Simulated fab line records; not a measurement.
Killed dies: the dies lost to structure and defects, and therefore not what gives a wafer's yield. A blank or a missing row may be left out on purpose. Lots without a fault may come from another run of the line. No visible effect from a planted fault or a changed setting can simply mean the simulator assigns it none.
Split-lot experiment :: flow n5-finfet :: on a route of 1938 steps: 7 lots, 21 wafers read

ON THE SPLIT
At N5_PMOS_HMC_CHANNEL_EPI_EXPOSE_06 (exposes mask PMOS HMC BLK, target cd 240 nm), the setting dose-mj was moved away from the recipe's 41 on 4 of the 21 wafers read, by +4.2% to +7.1%. The other wafers ran this setting at the recipe's value.

FROM THE SPLIT TO THE READING: what the file shows between them, 2 steps
- N5_PMOS_HMC_CHANNEL_EPI_PEB_07: peb time 60 s
- N5_PMOS_HMC_CHANNEL_EPI_DEVELOP_08: develop time 30 s

THE READING
cd-nm at N5_PMOS_HMC_CHANNEL_EPI_CD_MEAS_09, given in nm (cd target 237.4 nm). On this fab line, fault-free wafers typically give 236.9 nm with a standard deviation of 1.2 nm.

wafer: L077.1
tool, chamber at the split: arfi-scanner-03, 0
dose-mj as run: 41
against the recipe: recipe
cd-nm, nm: 234.3
against lot-mates on the recipe: -

wafer: L077.3
tool, chamber at the split: arfi-scanner-03, 0
dose-mj as run: 41
against the recipe: recipe
cd-nm, nm: 236.0
against lot-mates on the recipe: -

wafer: L077.4
tool, chamber at the split: arfi-scanner-03, 0
dose-mj as run: 41
against the recipe: recipe
cd-nm, nm: 235.7
against lot-mates on the recipe: -

wafer: L078.1
tool, chamber at the split: arfi-scanner-03, 0
dose-mj as run: 41
against the recipe: recipe
cd-nm, nm: 237.8
against lot-mates on the recipe: -

wafer: L078.2
tool, chamber at the split: arfi-scanner-03, 0
dose-mj as run: 42.72
against the recipe: +4.2%
cd-nm, nm: 240.4
against lot-mates on the recipe: +2.6

wafer: L078.4
tool, chamber at the split: arfi-scanner-03, 0
dose-mj as run: 42.72
against the recipe: +4.2%
cd-nm, nm: 240.9
against lot-mates on the recipe: +3.1

wafer: L079.1
tool, chamber at the split: arfi-scanner-02, 0
dose-mj as run: 43.41
against the recipe: +5.9%
cd-nm, nm: 241.0
against lot-mates on the recipe: +4.8

wafer: L079.2
tool, chamber at the split: arfi-scanner-02, 0
dose-mj as run: 41
against the recipe: recipe
cd-nm, nm: 236.5
against lot-mates on the recipe: -

wafer: L079.6
tool, chamber at the split: arfi-scanner-02, 0
dose-mj as run: 41
against the recipe: recipe
cd-nm, nm: 235.9
against lot-mates on the recipe: -

wafer: L082.2
tool, chamber at the split: arfi-scanner-03, 0
dose-mj as run: 41
against the recipe: recipe
cd-nm, nm: 238.6
against lot-mates on the recipe: -

wafer: L082.4
tool, chamber at the split: arfi-scanner-03, 0
dose-mj as run: 41
against the recipe: recipe
cd-nm, nm: 237.4
against lot-mates on the recipe: -

wafer: L082.5
tool, chamber at the split: arfi-scanner-03, 0
dose-mj as run: 41
against the recipe: recipe
cd-nm, nm: 238.0
against lot-mates on the recipe: -

wafer: L083.1
tool, chamber at the split: arfi-scanner-03, 0
dose-mj as run: 41
against the recipe: recipe
cd-nm, nm: 235.8
against lot-mates on the recipe: -

wafer: L083.2
tool, chamber at the split: arfi-scanner-03, 0
dose-mj as run: 41
against the recipe: recipe
cd-nm, nm: 235.1
against lot-mates on the recipe: -

wafer: L083.6
tool, chamber at the split: arfi-scanner-03, 0
dose-mj as run: 43.92
against the recipe: +7.1%
cd-nm, nm: 241.7
against lot-mates on the recipe: +6.2

wafer: L087.1
tool, chamber at the split: arfi-scanner-02, 0
dose-mj as run: 41
against the recipe: recipe
cd-nm, nm: 240.0
against lot-mates on the recipe: -

wafer: L087.2
tool, chamber at the split: arfi-scanner-02, 0
dose-mj as run: 41
against the recipe: recipe
cd-nm, nm: 239.9
against lot-mates on the recipe: -

wafer: L087.4
tool, chamber at the split: arfi-scanner-02, 0
dose-mj as run: 41
against the recipe: recipe
cd-nm, nm: 238.5
against lot-mates on the recipe: -

wafer: L089.1
tool, chamber at the split: arfi-scanner-01, 0
dose-mj as run: 41
against the recipe: recipe
cd-nm, nm: 236.1
against lot-mates on the recipe: -

wafer: L089.2
tool, chamber at the split: arfi-scanner-01, 0
dose-mj as run: 41
against the recipe: recipe
cd-nm, nm: 235.4
against lot-mates on the recipe: -

wafer: L089.4
tool, chamber at the split: arfi-scanner-01, 0
dose-mj as run: 41
against the recipe: recipe
cd-nm, nm: 237.6
against lot-mates on the recipe: -

FIT RESULTS
A straight line over all 21 wafers: cd-nm changes by +0.727 nm for each +1% of dose-mj; r = +0.73; the points scatter about the line by 1.5 nm.
The same after taking each lot's own level away (the mean of its wafers on the recipe; 21 wafers): +0.806 nm for each +1%; r = +0.95; scatter 0.64 nm.
The reading moves by 5.7 nm for the largest change in dose-mj, on that fit.
Across the lots, their own levels run from 235.33 to 239.47 nm, a range of 3.4 times the standard deviation given above.
So the lot-to-lot level blurs the effect unless lot-mates are compared.
Check: for one of the wafers moved furthest among these (+7.1%), held out of the fit, the line's prediction against its lot-mates is +5.33 nm. It came out at +6.25 nm against them.

OTHER SPLITS ON THESE WAFERS
Note: prior to the reading, these wafers also went through further splits. Each is held against what the fit with the lots' levels taken away leaves over:
other split on the same wafers: N5_WELL_APT_EXPOSE_05 dose-mj
wafers away from the commonest value: 8
r with cd-nm (lot level and that fit taken away): +0.18

other split on the same wafers: N5_WELL_APT_DEVELOP_07 develop-time-s
wafers away from the commonest value: 2
r with cd-nm (lot level and that fit taken away): +0.27

THE WHOLE CHAIN: every reading that the file lists as answering this split, in the file's order
step: N5_PMOS_HMC_CHANNEL_EPI_CD_MEAS_09
what it does: target cd 237.4 nm
reading: cd-nm
change (the file's fit): +0.824 nm for each +1% of the setting
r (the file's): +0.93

step: N5_PMOS_HMC_CHANNEL_EPI_DESCUM_14
what it does: chemistry O2, time 7.9 s
reading: PMOS_HMC_CHANNEL_EPI.cd-nm (the simulator's own value, which no gauge read)
change (the file's fit): +0.796 nm for each +1% of the setting
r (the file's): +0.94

THE FILE'S OWN FIT
cd-nm changes by +0.824 nm for each +1% of dose-mj, r = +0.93.
